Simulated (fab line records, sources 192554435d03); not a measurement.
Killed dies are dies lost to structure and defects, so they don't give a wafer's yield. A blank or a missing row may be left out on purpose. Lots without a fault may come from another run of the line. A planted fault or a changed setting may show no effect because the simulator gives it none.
A struck lot beside a sound one | flow n5_finfet | 37 steps out of a route of 1938
Sound: wafers L396.3, L396.4, L396.6. Struck: wafer L394.2. (L394.4, L394.5 of the same lot were not struck and are left out.) The cause comes at the end.
At each step with rows: each side's tool, then ch and its chambers, then its first start. Under that, the readings that differ: sound wafers | struck wafers | difference of the means | sigmas: that difference in standard deviations of wafers without a fault.
alike: readings whose means differ by less than 2 such deviations, and words and numbers that are the same on both sides. not compared: withheld readings, readings that some wafer has no value for, bounds like >300 that may hide the same value, and numbers for which the record gives no deviation and whose values overlap.
The two part at a step that has a row with sigmas, a row that says differs or no value, or rows on one side only. Numbers that don't overlap but have no deviation are shown without sigmas and don't part them. A reading that every wafer of one side lacks parts them only if that side has two wafers or more.

first, 9 steps without rows for these wafers: N5_BEOL_M13_PRE_CLEAN_42 (time 30 s); N5_BEOL_M13_SPUTTER_43 (material TaN, target thk 15 nm, time 24.19 s); N5_BEOL_M13_SPUTTER_44 (material Ta, target thk 10 nm, time 16.13 s); N5_BEOL_M13_SPUTTER_45 (material Cu, target thk 80 nm, time 13.33 s); N5_BEOL_M13_ECD_47 (material Cu, target thk 936 nm); N5_BEOL_M13_ANNEAL_48 (time 90 s); N5_BEOL_M13_CMP_49 (polishes, stops on SiOC, t overpolish 17.1 s, target thk 420 nm); N5_BEOL_M13_PRE_CLEAN_52 (time 15 s); N5_BEOL_M13_DEP_53 (deposits SiCN from 3MS/NH3, target thk 50 nm, time 17.8 s).
N5_BEOL_M14_ILD_DEP_00: deposits SiO2 from TEOS/O2, target thk 1119.3 nm, time 237.4 s.
  sound on pecvd-03 ch 1,2, day 16 16:13; struck on pecvd-04 ch 0, day 16 12:04
  reading                                       | sound          | struck | difference | sigmas
  model.SiO2_of_BEOL_M14_ILD_DEP_00.thk_nm (nm) | 1110 1125 1105 | 1378   | +265       |
  alike: heater_power_w, rf_fwd_power_W, showerhead_plenum_p_Torr, throttle_valve_pct
N5_BEOL_M14_THK_MEAS_01:
  sound on film_metro-01, day 16 16:25; struck on film_metro-01, day 16 12:16
  reading          | sound          | struck | difference | sigmas
  M14_ILD_THK (nm) | 1110 1125 1106 | 1378   | +264       | +19
then, 10 steps without rows for these wafers: N5_BEOL_M14_COAT_58 (time 60 s, resist thk 89 nm); N5_BEOL_M14_COAT_04 (resist thk 800 nm); N5_BEOL_M14_EBR_06; N5_BEOL_M14_SOFTBAKE_05 (time 60 s); N5_BEOL_M14_EXPOSE_07 (exposes mask V13); N5_BEOL_M14_PEB_08 (peb time 90 s); N5_BEOL_M14_DEVELOP_09 (develop time 45 s); N5_BEOL_M14_HARDBAKE_14 (time 120 s); N5_BEOL_M14_DESCUM_15 (chemistry O2, time 7.9 s); N5_BEOL_M14_ETCH_59 (etches BARC in N2/H2, target depth 89 nm, overetch 26.7 nm, time 67.9 s).
N5_BEOL_M14_VIA_ETCH_16: etches SiO2 in C4F8/O2/Ar, target depth 1231.3 nm.
  sound on rie_diel-01 ch 0,1,2, day 16 16:53; struck on rie_diel-02 ch 2, day 16 12:52
  reading                                    | sound             | struck | difference | sigmas
  model.etch.depth_nm (nm)                   | 1110 1125 1105    | 1378   | +265       |
  model.coat_of_BEOL_M14_COAT_04.thk_nm (nm) | 451.4 446.8 454.4 | 393.6  | -57.3      |
  alike: drypump_motor_current_A, oes_o_777_au, oes_product_au, rf_fwd_power_W, rf_vpp_V, showerhead_plenum_p_Torr, throttle_valve_pct
then, 13 steps without rows for these wafers: N5_BEOL_M14_STRIP_63 (strips in O2); N5_BEOL_M14_STRIP_64 (strips in O2); N5_BEOL_M14_STRIP_71 (strips in post etch residue remover, time 60 s); N5_BEOL_M14_SRD_72 (time 30 s, dry time 30 s); N5_BEOL_M14_COAT_65 (time 60 s, resist thk 450 nm); N5_BEOL_M14_COAT_66 (time 60 s, resist thk 110 nm); N5_BEOL_M14_COAT_22 (resist thk 300 nm); N5_BEOL_M14_EBR_24; N5_BEOL_M14_SOFTBAKE_23 (time 60 s); N5_BEOL_M14_EXPOSE_25 (exposes mask M14, target cd 280 nm); N5_BEOL_M14_PEB_26 (peb time 90 s); N5_BEOL_M14_DEVELOP_27 (develop time 45 s); N5_BEOL_M14_HARDBAKE_32 (time 120 s).
N5_BEOL_M14_CMP_49: polishes, stops on SiO2, t overpolish 5.2 s, target thk 560 nm.
  sound on cmp-04 ch 0,1,3, day 16 20:06; struck on cmp-04 ch 3, day 16 16:05
  reading                                       | sound          | struck | difference | sigmas
  model.SiO2_of_BEOL_M14_ILD_DEP_00.thk_nm (nm) | 1029 1046 1024 | 1298   | +265       |
  alike: head_pressure_psi, motor_current_A, platen_rpm
then, 1 step without rows for these wafers: N5_PASSIVATION_PROBE_49.

WHERE THEY PART
Only at N5_BEOL_M14_THK_MEAS_01, within this record. Later steps at which nothing parts them and some readings are alike: N5_BEOL_M14_VIA_ETCH_16, N5_BEOL_M14_CMP_49.

WHY: what the simulator had put in
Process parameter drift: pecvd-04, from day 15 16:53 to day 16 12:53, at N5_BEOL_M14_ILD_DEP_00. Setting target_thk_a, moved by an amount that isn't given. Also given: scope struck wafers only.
